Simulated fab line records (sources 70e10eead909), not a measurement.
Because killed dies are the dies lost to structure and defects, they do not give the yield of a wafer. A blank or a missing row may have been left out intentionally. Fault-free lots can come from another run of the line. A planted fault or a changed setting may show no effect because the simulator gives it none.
A lot that was struck, set against a sound lot :: flow nandHarc :: 15 out of 1302 route steps
Sound: these wafers, L301.4, L301.5, L301.6. Wafers L307.3, L307.5, L307.6 were the ones struck. The cause comes at the end.
At each step with rows: each side's tool, then ch and its chambers, then its first start. Under that, the readings that differ: sound wafers :: struck wafers :: difference of the means :: sigmas: that difference in standard deviations of wafers without a fault.
alike: a reading whose means differ by less than 2 such deviations, as well as words and numbers matching on both sides. not compared: withheld readings; readings where some wafer has no value; bounds like >300 that might hide an equal value; numbers whose values overlap and for which the record gives no deviation.
The two part at a step that has a row with sigmas, a row that says differs or no value, or rows on one side only. Numbers that don't overlap but have no deviation are shown without sigmas and don't part them. Lack of a reading on every wafer of one side parts them only where that side has two or more wafers.

first, 7 steps without rows for these wafers: NHARC_P_M2_COAT_34 (time 65 s); NHARC_P_M2_COAT_03 (resist thk 90 nm); NHARC_P_M2_SOFTBAKE_04 (time 55 s); NHARC_P_M2_EBR_05; NHARC_P_M2_EXPOSE_06 (exposes mask P M2, target cd 170 nm); NHARC_P_M2_PEB_07 (peb time 65 s); NHARC_P_M2_DEVELOP_08 (develop time 35 s).
NHARC_P_M2_CD_MEAS_09: target cd 170 nm.
  sound on cdSem-02 ch 0, day 8 17:06; struck on cdSem-01 ch 0, day 11 07:23
  alike: cdNm
NHARC_P_M2_OVL_MEAS_10: pitch 340 nm.
  sound on overlay-01 at day 8 17:11; struck on overlay-01 at day 11 07:28
reading: overlayXNm (nm)
sound: -0.8 -1.7 -1.7
struck: 1.4 1.4 1.1
difference: +2.7
sigmas: +3
  alike: overlayYNm
NHARC_P_M2_INSPECT_11:
  sound on defectInspect-02 at day 8 17:13; struck on defectInspect-02 at day 11 07:30
reading: rawDefectCount
sound: 11 6 10
struck: 2 3 3
difference: -6
sigmas: -2
NHARC_P_M2_DESCUM_14: chemistry O2, time 3 s.
  sound on rieDiel-09 ch 1,2,3, day 8 17:17; struck on rieDiel-08 ch 1,2,3, day 11 07:35
  alike: drypumpMotorCurrentA, oesProductAu, rfVppV, showerheadPlenumPTorr, throttleValvePct
  not compared: rfHoursCounterH
NHARC_P_M2_ETCH_35: etches the open film in N2/H2, target depth 40 nm, overetch 12 nm, time 43.94 s.
  sound on rieDiel-09 ch 0,1, day 8 17:22; struck on rieDiel-08 ch 1,2,3, day 11 07:39
  alike: biasW, chamberPressureMTorr, drypumpMotorCurrentA, oesProductAu, rfVppV, showerheadPlenumPTorr, throttleValvePct
  not compared: rfHoursCounterH
NHARC_P_M2_ETCH_15: etches the open film in C4F8/Ar, target depth 182.5 nm, time 91.2 s.
  sound on rieDiel-09 ch 0,1, day 8 17:28; struck on rieDiel-08 ch 0,1, day 11 07:44
  no value came back on the struck wafers for any of 5 readings (biasW (W), chamberPressureMTorr (mTorr) and others); on the sound wafers biasW (W) reads 302.4 301.9 298.9
  not compared: rfHoursCounterH
NHARC_P_M2_CD_MEAS_16:
  sound on cdSem-03 at day 8 17:36; struck on cdSem-03 at day 11 07:52
  alike: cdNm
-- the record jumps here: 18 days lie between the struck wafers' starts before and after (it left off in module P_M2 and takes up again in module END, whose first step shown is number 1302 of the route) --
NHARC_END_SORT_01:
  here the record holds rows for the struck wafers (prober-02 ch 0, day 29 17:02) but none for the sound ones

## WHERE THEY PART
Earliest at NHARC_P_M2_OVL_MEAS_10; latest, in this record, at NHARC_END_SORT_01.

WHY: what the simulator had put in
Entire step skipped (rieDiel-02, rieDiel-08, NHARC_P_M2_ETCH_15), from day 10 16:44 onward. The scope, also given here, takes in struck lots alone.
